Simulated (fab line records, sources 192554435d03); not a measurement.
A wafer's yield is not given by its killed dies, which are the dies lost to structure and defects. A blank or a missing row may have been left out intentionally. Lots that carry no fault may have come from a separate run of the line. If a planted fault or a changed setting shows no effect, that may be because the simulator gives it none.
fab line records	flow n5Finfet	part 2 of 2: steps 5 to 6 of 6
[record] lots = 23	wafers = 69	lastDay = 19
route steps=1938 shown PMOS_HMC_CHANNEL_EPI@73 FIN_SAQP@115
lots with no fault: from the same line, run without faults
startH: hours from the record's first day to the start of the lot's first wafer shown	waitH: hours elapsed since this lot's preceding step	" the same as in the row above	L1.1+2: a single row standing in for several wafers	- value missing, or start not given	* or withheld: withheld	< > ~ a bound
route shown NAME@n: names a module that has steps shown in the file, with the first one's number in the route	usual: average and standard deviation across the fault-free wafers	same: alike in all rows	chamber/n: place in a boat	sites: readings site by site	_std_site: their standard deviation	_edge_site: the outer-site mean with the inner-site mean subtracted	radiusMm: for every site, how far away it sits from the centre of the wafer	mask NAME#n: copy n	behind: the last tool/chamber to shape the wafer	hold: what put the lot on hold/how long, in hours/how the hold closed	device: names the non-switching transistor (n, p or np)	end of line: tests of these same wafers at the route's end	for a step that has no rows: nothing shown but its recipe	killed: the dies lost at the first sort to structure and to defects; this is not the yield of the wafer	map: a wafer's dies, marking killed ones x, the rest . and places with no die _
set.NAME: setting as actually run; set.NAME@STEP: the setting as run at that earlier step	model.NAME: the simulator's own value behind a step, which no gauge read
a sample of lots followed through the steps of the route, with each step as a table and each wafer as a row
services: when a tool's chamber went out of use (startH, in hours from the record's first day, below 0 if earlier), for how many hours, and the reason
[[steps]]
[step N5_FIN_SAQP_ETCH_67]
[recipe] chemistry = CH3F/O2	target = SiNx	targetDepthA = 300	maskMaterial = SOC	pressureMtorr = 30	sourceW = 395	biasW = 73	Ar_flow_sccm = 150	CH3F_flow_sccm = 30	O2_flow_sccm = 20	ionEnergyEv = 120
[usual] drypumpMotorCurrentA = 5.9/0.49	oes_f_703_au = 0.76/0.084	oesProductAu = 0.77/0.088	rfVppV = 300/5	showerheadPlenumPTorr = 1.98/0.067	throttleValvePct = 16.40/0.23
lot.wafer	tool	chamber	startH	waitH	drypumpMotorCurrentA	oes_f_703_au	oesProductAu	rfHoursCounterH	rfVppV	showerheadPlenumPTorr	throttleValvePct
L074.1	rieDiel-01	0	27.23	0.0	6.4	0.76	0.76	137	292	2.09	16.56
L074.3	"	3	"	"	6.0	0.70	0.70	235	298	1.98	16.32
L074.6	"	2	"	"	6.6	0.81	0.82	-	297	1.93	16.58
L075.2	rieDiel-03	3	31.29	0.0	6.5	0.75	0.74	156	298	2.07	16.24
L075.4	"	0	"	"	5.7	0.72	0.71	173	298	1.92	16.31
L075.6	"	0	"	"	5.7	0.72	0.72	-	297	1.92	16.30
L076.1	rieDiel-01	0	38.16	0.0	6.4	0.77	0.76	141	293	2.09	16.59
L076.4	"	3	"	"	6.0	0.70	0.70	238	298	1.98	16.33
L076.5	"	1	"	"	5.8	0.67	0.68	-	299	1.96	16.74
L077.1	rieDiel-04	0	44.13	0.0	6.0	0.80	0.81	85	296	2.03	16.65
L077.4	"	2	"	"	5.6	0.73	0.76	148	307	1.92	16.52
L077.5	"	3	"	"	5.2	0.72	0.75	-	307	1.91	16.22
L078.1	rieDiel-04	3	49.73	0.0	5.2	0.72	0.74	185	309	1.91	16.21
L078.3	"	2	"	"	5.6	0.72	0.75	149	307	1.92	16.54
L078.4	"	1	"	"	6.4	0.67	0.69	208	304	2.07	16.40
L079.1	rieDiel-04	0	57.15	0.0	6.0	0.80	0.80	90	296	2.02	16.65
L079.4	"	2	"	"	5.6	0.73	0.75	152	308	1.92	16.53
L079.6	"	1	"	"	6.4	0.67	0.69	-	306	2.07	16.40
L080.1	rieDiel-03	3	61.25	0.0	6.5	0.75	0.74	168	296	2.07	16.26
L080.4	"	1	"	"	5.2	0.71	0.71	213	299	2.07	16.38
L080.6	"	2	"	"	5.3	0.81	0.81	-	301	1.95	16.01
L081.1	rieDiel-04	0	68.59	0.0	6.0	0.80	0.79	94	296	2.02	16.67
L081.3	"	2	"	"	5.6	0.72	0.74	157	307	1.92	16.54
L081.4	"	3	"	"	5.2	0.71	0.72	193	308	1.90	16.23
L082.3	rieDiel-04	3	75.42	0.0	5.2	0.71	0.73	195	307	1.90	16.24
L082.4	"	2	"	"	5.6	0.72	0.75	159	307	1.92	16.53
L082.6	"	0	"	"	6.0	0.81	0.78	-	296	2.02	16.68
L083.2	rieDiel-04	3	80.81	0.0	5.2	0.71	0.72	198	306	1.90	16.26
L083.4	"	1	"	"	6.4	0.67	0.67	219	304	2.07	16.41
L083.6	"	3	"	"	5.2	0.71	0.72	-	308	1.90	16.23
L084.1	rieDiel-04	0	86.60	0.0	6.0	0.79	0.79	101	296	2.02	16.68
L084.4	"	2	"	"	5.6	0.72	0.74	163	306	1.91	16.56
L084.6	"	2	"	"	5.6	0.72	0.74	-	306	1.91	16.56
L085.2	rieDiel-01	3	97.82	0.0	5.9	0.99	1.01	3	298	1.97	15.88
L085.3	"	2	"	"	6.6	0.79	0.78	127	296	1.92	16.63
L085.4	"	3	"	"	5.9	0.99	1.01	-	297	1.97	15.87
L086.1	rieDiel-04	3	98.88	0.0	5.2	0.70	0.72	204	309	1.90	16.25
L086.5	"	3	"	"	5.2	0.70	0.71	-	307	1.90	16.25
L086.6	"	1	"	"	6.4	0.66	0.67	-	304	2.06	16.42
L087.1	rieDiel-01	3	104.35	0.0	5.9	0.97	1.00	7	297	1.97	15.87
L087.2	"	2	"	"	6.5	0.78	0.78	130	297	1.92	16.64
L087.5	"	3	"	"	5.9	0.97	0.99	-	297	1.97	15.87
L088.1	rieDiel-03	0	109.99	0.0	5.6	0.70	0.70	201	298	1.91	16.37
L088.3	"	1	"	"	5.2	0.70	0.69	229	300	2.06	16.41
L088.6	"	1	"	"	5.2	0.69	0.70	-	298	2.06	16.40
L089.2	rieDiel-04	0	114.90	0.0	6.0	0.79	0.77	107	296	2.02	16.69
L089.3	"	1	"	"	6.4	0.66	0.67	232	306	2.06	16.43
L089.6	"	0	"	"	6.0	0.79	0.78	-	296	2.02	16.70
L090.3	rieDiel-01	2	123.54	0.0	6.5	0.77	0.77	137	297	1.92	16.65
L090.4	"	0	"	"	6.4	0.74	0.72	172	291	2.08	16.65
L090.5	"	0	"	"	6.4	0.73	0.72	-	291	2.08	16.63
L092.1	rieDiel-03	0	133.81	0.0	5.6	0.69	0.69	209	297	1.90	16.39
L092.2	"	3	"	"	6.5	0.73	0.72	191	295	2.06	16.31
L092.6	"	1	"	"	5.2	0.69	0.70	-	298	2.06	16.40
L093.1	rieDiel-01	3	139.59	0.0	5.9	0.94	0.96	19	297	1.97	15.91
L093.4	"	0	"	"	6.4	0.73	0.72	177	291	2.08	16.66
L093.6	"	0	"	"	6.4	0.74	0.72	-	292	2.08	16.66
L094.1	rieDiel-04	3	144.28	0.0	5.2	0.69	0.71	223	308	1.89	16.28
L094.2	"	1	"	"	6.4	0.65	0.67	245	306	2.06	16.46
L094.5	"	0	"	"	6.0	0.78	0.76	-	295	2.01	16.73
L095.2	rieDiel-03	3	150.44	0.0	6.5	0.72	0.72	196	296	2.06	16.32
L095.5	"	2	"	"	5.3	0.78	0.78	-	301	1.94	16.07
L095.6	"	1	"	"	5.2	0.69	0.70	-	300	2.06	16.42
L096.2	rieDiel-01	0	162.92	0.0	6.4	0.73	0.72	184	293	2.08	16.65
L096.4	"	2	"	"	6.5	0.77	0.75	150	296	1.91	16.66
L096.5	"	1	"	"	5.8	0.89	0.91	-	303	1.95	16.28
L097.2	rieDiel-01	1	163.80	0.0	5.7	0.89	0.92	20	301	1.95	16.28
L097.3	"	0	"	"	6.4	0.73	0.71	184	291	2.08	16.65
L097.6	"	0	"	"	6.4	0.73	0.71	-	292	2.08	16.65
[step N5_FIN_SAQP_MANDREL2_REMOVE_60]
[recipe] chemistry = HBr/Cl2/O2	btTimeS = 10	target = a-Si	stopOn = SiNx	endpoint = OES-SiCl	overEtchFrac = 1	icpW = 600	biasW = 22	HBr_flow_sccm = 150	Cl2_flow_sccm = 80	O2_flow_sccm = 5	pressureMtorr = 10
[usual] drypumpMotorCurrentA = 5.7/0.43	oesProductAu = 1.005/0.02	throttleValvePct = 36.7/0.37
lot.wafer	tool	chamber	startH	waitH	drypumpMotorCurrentA	oesProductAu	rfHoursCounterH	throttleValvePct
L074.1	rieSi-04	1	28.37	0.1	5.7	0.960	43	36.7
L074.3	"	0	"	"	5.7	1.004	39	36.4
L074.6	"	1	"	"	5.7	0.966	-	36.8
L075.2	rieSi-05	0	32.44	0.1	5.1	1.038	53	36.4
L075.4	"	3	"	"	6.1	1.004	-	36.5
L075.6	"	0	"	"	5.1	1.027	-	36.4
L076.1	rieSi-04	3	39.47	0.1	5.6	1.011	130	37.4
L076.4	"	2	"	"	5.8	0.999	109	36.3
L076.5	"	1	"	"	5.7	0.958	-	36.7
L077.1	rieSi-04	0	44.95	0.1	5.7	1.011	39	36.3
L077.4	"	1	"	"	5.7	0.971	43	36.7
L077.5	"	3	"	"	5.6	1.016	-	37.4
L078.1	rieSi-04	2	51.11	0.1	5.8	1.008	109	36.3
L078.3	"	3	"	"	5.6	1.022	131	37.4
L078.4	"	1	"	"	5.7	0.969	43	36.8
L079.1	rieSi-01	3	58.03	0.1	5.5	0.991	54	36.3
L079.4	"	2	"	"	5.5	1.005	87	37.2
L079.6	"	3	"	"	5.5	0.993	-	36.3
L080.1	rieSi-05	3	62.44	0.1	6.1	1.000	92	36.5
L080.4	"	0	"	"	5.1	1.019	54	36.4
L080.6	"	0	"	"	5.1	1.022	-	36.4
L081.1	rieSi-05	0	70.22	0.1	5.1	1.033	54	36.4
L081.3	"	3	"	"	6.1	1.005	92	36.5
L081.4	"	2	"	"	6.5	0.998	127	37.0
L082.3	rieSi-05	3	76.24	0.1	6.1	1.001	93	36.5
L082.4	"	1	"	"	5.2	1.027	74	37.0
L082.6	"	3	"	"	6.1	1.012	-	36.5
L083.2	rieSi-04	0	83.15	0.1	5.7	1.017	40	36.3
L083.4	"	2	"	"	5.8	1.012	110	36.3
L083.6	"	3	"	"	5.6	1.026	-	37.4
L084.1	rieSi-04	1	91.79	0.1	5.7	0.959	44	36.7
L084.4	"	3	"	"	5.7	1.011	131	37.4
L084.6	"	0	"	"	5.7	1.007	-	36.4
L085.2	rieSi-04	3	99.71	0.1	5.7	1.018	131	37.4
L085.3	"	2	"	"	5.8	1.011	110	36.3
L085.4	"	0	"	"	5.7	1.008	40	36.4
L086.1	rieSi-05	1	100.18	0.1	5.2	1.017	74	37.0
L086.5	"	0	"	"	5.1	1.032	-	36.4
L086.6	"	1	"	"	5.2	1.032	-	37.0
L087.1	rieSi-05	3	105.05	0.1	6.1	1.010	93	36.5
L087.2	"	0	"	"	5.1	1.028	55	36.4
L087.5	"	0	"	"	5.1	1.017	-	36.4
L088.1	rieSi-04	3	110.74	0.1	5.6	1.006	132	37.4
L088.3	"	0	"	"	5.7	1.008	40	36.3
L088.6	"	2	"	"	5.7	1.012	-	36.3
L089.2	rieSi-04	0	115.91	0.1	5.7	1.004	41	36.3
L089.3	"	3	"	"	5.6	1.017	132	37.4
L089.6	"	1	"	"	5.7	0.955	-	36.7
L090.3	rieSi-01	0	124.22	0.1	6.3	1.015	184	36.9
L090.4	"	3	"	"	5.5	0.987	56	36.3
L090.5	"	1	"	"	6.2	0.986	-	36.8
L092.1	rieSi-05	1	134.50	0.1	5.2	1.046	75	37.0
L092.2	"	2	"	"	6.6	0.987	128	37.0
L092.6	"	3	"	"	6.1	1.021	-	36.5
L093.1	rieSi-05	1	140.31	0.1	5.2	1.040	75	37.0
L093.4	"	3	"	"	6.1	1.004	94	36.5
L093.6	"	0	"	"	5.1	1.022	-	36.4
L094.1	rieSi-05	2	145.06	0.1	6.5	0.993	128	37.0
L094.2	"	0	"	"	5.1	1.024	56	36.4
L094.5	"	2	"	"	6.5	0.994	-	37.0
L095.2	rieSi-05	0	151.09	0.1	5.1	1.021	56	36.4
L095.5	"	1	"	"	5.2	1.025	-	37.0
L095.6	"	2	"	"	6.5	1.000	-	37.0
L096.2	rieSi-04	3	164.08	0.1	5.6	1.022	133	37.4
L096.4	"	2	"	"	5.7	1.005	111	36.3
L096.5	"	0	"	"	5.7	1.013	-	36.3
L097.2	rieSi-05	3	164.46	0.1	6.1	1.015	94	36.5
L097.3	"	1	"	"	5.3	1.029	75	37.0
L097.6	"	0	"	"	5.1	1.024	-	36.4
[[services]]
tool	chamber	startH	hours	kind
aldSin-02	-	-3.57	14.0	pm
rieSi-01	0	1.77	15.4	repair
rieDiel-03	-	2.20	0.9	repair
rieSi-05	-	3.06	0.2	repair
rieSi-05	1	31.52	5.2	repair
rieDiel-01	3	67.27	-	clean
rieDiel-01	3	67.27	-	consumableReplace:focusRing
rieSi-02	0	73.47	6.2	repair
aldSin-03	3	76.15	22.1	repair
aldSin-03	-	78.53	14.6	pm
aldSin-02	0	78.91	3.3	repair
aldSin-01	-	85.61	14.0	pm
rieDiel-03	3	86.91	5.4	repair
rieDiel-01	0	100.51	13.7	repair
rieDiel-04	2	110.41	45.9	repair
rieDiel-04	-	115.75	0.4	repair
aldSin-03	3	135.05	4.0	repair
rieSi-04	0	136.64	1.9	repair
epiRpcvd-03	-	140.36	28.1	pm
rieDiel-04	1	156.64	-	clean
rieDiel-04	1	156.64	-	consumableReplace:focusRing
rieDiel-04	1	156.64	21.8	scheduledDown
rieDiel-04	1	156.64	21.8	ventCycle
rieDiel-04	0	159.67	9.2	repair
